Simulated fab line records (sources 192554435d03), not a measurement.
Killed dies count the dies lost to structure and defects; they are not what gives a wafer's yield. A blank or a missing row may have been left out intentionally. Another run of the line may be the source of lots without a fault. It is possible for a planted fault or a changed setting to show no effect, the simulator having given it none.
Matching of chambers / flow n5Finfet / rieDiel-04 running N5_HKMG_FIN_ETCH_35: 4 sister chambers
The step etches SOC in N2/H2, target depth 215.8 nm, time 243.4 s. 4 wafers are shown with their chamber, then 7 later ones without.

## WAFERS, EACH WITH ITS CHAMBER
wafer=L078.1; chamber=3; drypumpMotorCurrentA (A)=5.5
wafer=L082.2; chamber=2; drypumpMotorCurrentA (A)=5.5
wafer=L084.2; chamber=0; drypumpMotorCurrentA (A)=6.2
wafer=L084.4; chamber=1; drypumpMotorCurrentA (A)=6.2

## WAFERS MISSING THEIR CHAMBER
wafer=L084.5; drypumpMotorCurrentA (A)=5.6
wafer=L090.2; drypumpMotorCurrentA (A)=6.2
wafer=L090.3; drypumpMotorCurrentA (A)=5.5
wafer=L090.6; drypumpMotorCurrentA (A)=6.2
wafer=L097.1; drypumpMotorCurrentA (A)=6.2
wafer=L097.2; drypumpMotorCurrentA (A)=5.5
wafer=L097.5; drypumpMotorCurrentA (A)=5.5

## THE CHAMBER EACH PASSED THROUGH
wafer=L084.5; from the rows above=can't be placed: 2 or 3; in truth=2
wafer=L090.2; from the rows above=can't be placed: 0 or 1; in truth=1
wafer=L090.3; from the rows above=can't be placed: 2 or 3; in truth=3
wafer=L090.6; from the rows above=can't be placed: 0 or 1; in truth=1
wafer=L097.1; from the rows above=can't be placed: 0 or 1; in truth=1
wafer=L097.2; from the rows above=can't be placed: 2 or 3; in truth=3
wafer=L097.5; from the rows above=can't be placed: 2 or 3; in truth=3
0 of 7 placed correctly. Can't be placed from these rows: 7 (the true chamber is among the candidates in 7). Number placed wrongly: 0.
How it was worked out, from the rows above alone: a wafer's distance from a chamber is the root of the sum, over the readings, of the square of ((its reading less the chamber's mean) divided by the reading's scatter). If the next closest chamber is less than 2 further off than the closest, the wafer can't be placed; otherwise it belongs to the closest. Each chamber's mean is taken over the wafers shown for it. The scatter: root of mean squared gap, hidden wafer to nearest shown wafer, with one shown wafer a chamber.
